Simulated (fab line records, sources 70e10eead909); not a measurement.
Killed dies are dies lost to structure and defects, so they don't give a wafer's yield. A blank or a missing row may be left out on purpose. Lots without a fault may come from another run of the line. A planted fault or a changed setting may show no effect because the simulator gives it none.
A struck lot beside a sound one | flow nand_harc | 14 steps out of a route of 1159
Sound: wafers L322.1, L322.3, L322.5. Struck: wafers L325.3, L325.5. (L325.2 of the same lot was not struck and is left out.) The cause comes at the end.
At each step with rows: each side's tool, then ch and its chambers, then its first start. Under that, the readings that differ: sound wafers | struck wafers | difference of the means | sigmas: that difference in standard deviations of wafers without a fault.
alike: readings whose means differ by less than 2 such deviations, and words and numbers that are the same on both sides. not compared: withheld readings, readings that some wafer has no value for, bounds like >300 that may hide the same value, and numbers for which the record gives no deviation and whose values overlap.
The two part at a step that has a row with sigmas, a row that says differs or no value, or rows on one side only. Numbers that don't overlap but have no deviation are shown without sigmas and don't part them. A reading that every wafer of one side lacks parts them only if that side has two wafers or more.

NHARC_A_WL_FILL_CVD_03: deposits W, target thk 40 nm, time 3302 s.
  sound on cvd_w-02 ch 0,1, day 16 08:36; struck on cvd_w-02 ch 0,1, day 16 10:56
  alike: heater_power_w, susceptor_temp_C, throttle_valve_pct
NHARC_A_WL_FILL_ETCHBACK_04: etches the open film in NF3, target depth 60 nm, time 120 s.
  sound on rie_metal-01 ch 0,1, day 16 11:28; struck on rie_metal-01 ch 0,1, day 16 14:19
  alike: drypump_motor_current_A, oes_product_au
  not compared: rf_hours_counter_h
NHARC_A_WL_FILL_ETCHBACK_05: etches the open film in Cl2/BCl3, target depth 22 nm, time 60 s.
  sound on rie_metal-01 ch 0,1, day 16 11:40; struck on rie_metal-01 ch 0,1, day 16 14:32
  alike: drypump_motor_current_A, oes_product_au
  not compared: rf_hours_counter_h
then, 6 steps without rows for these wafers: NHARC_A_WL_FILL_STRIP_27 (strips in N2/H2, time 20 s); NHARC_A_WL_FILL_STRIP_28 (strips in post etch residue remover, time 1200 s); NHARC_A_WL_FILL_PRECLEAN_06 (cleans in DIW, time 300 s); NHARC_A_WL_FILL_SRD_07; NHARC_A_WL_FILL_ANNEAL_08 (time 1800 s); NHARC_A_WL_FILL_ALD_10 (deposits SiO2, target thk 50 nm, pulse time 10 s, ald cycles 500).
NHARC_A_WL_FILL_ETCHBACK_16: etches the open film in C4F8/O2/Ar, target depth 88 nm, time 17.6 s.
  sound on rie_diel-06 ch 1,2,3; struck on rie_diel-06 ch 0,1
  reading               | sound             | struck      | difference | sigmas
  oes_product_au (a.u.) | 0.924 0.932 0.921 | 0.997 0.994 | +0.070     | +2
  alike: rf_vpp_V
  not compared: rf_hours_counter_h
NHARC_A_WL_FILL_STRIP_29: strips in O2, time 20 s.
  sound on rie_diel-06 ch 0,2, day 16 19:35; struck on rie_diel-06 ch 0,1, day 17 01:30
  alike: drypump_motor_current_A, oes_product_au, rf_vpp_V, showerhead_plenum_p_Torr, throttle_valve_pct
  not compared: rf_hours_counter_h
NHARC_A_WL_FILL_ETCHBACK_17: etches the open film in Cl2/BCl3, target depth 4 nm, time 26.7 s.
  sound on rie_metal-02 ch 0,1, day 16 19:40; struck on rie_metal-02 ch 0, day 17 01:36
  reading               | sound             | struck      | difference | sigmas
  oes_product_au (a.u.) | 0.997 0.991 1.002 | 0.849 0.836 | -0.154     | -21
  alike: drypump_motor_current_A
  not compared: rf_hours_counter_h
then, 1 step without rows for these wafers: NHARC_A_WL_FILL_PRECLEAN_18 (cleans in dHF, time 30 s).
-- the record jumps here: 4 days lie between the struck wafers' starts before and after (it left off in module A_WL_FILL and takes up again in module END, whose first step shown is number 1159 of the route) --
NHARC_END_SORT_01:
  sound on prober-01 ch 0, day 20 15:22; struck on prober-02 ch 0, day 21 02:31
  reading         | sound | struck | difference | sigmas
  killed_at_other | 1 4 3 | 0 0    | -3         | -3
  alike: killed_at_array, killed_at_periphery, killed_dies, killed_open, killed_short

WHERE THEY PART
First at NHARC_A_WL_FILL_ETCHBACK_16; last, within this record, at NHARC_END_SORT_01.

WHY: what the simulator had put in
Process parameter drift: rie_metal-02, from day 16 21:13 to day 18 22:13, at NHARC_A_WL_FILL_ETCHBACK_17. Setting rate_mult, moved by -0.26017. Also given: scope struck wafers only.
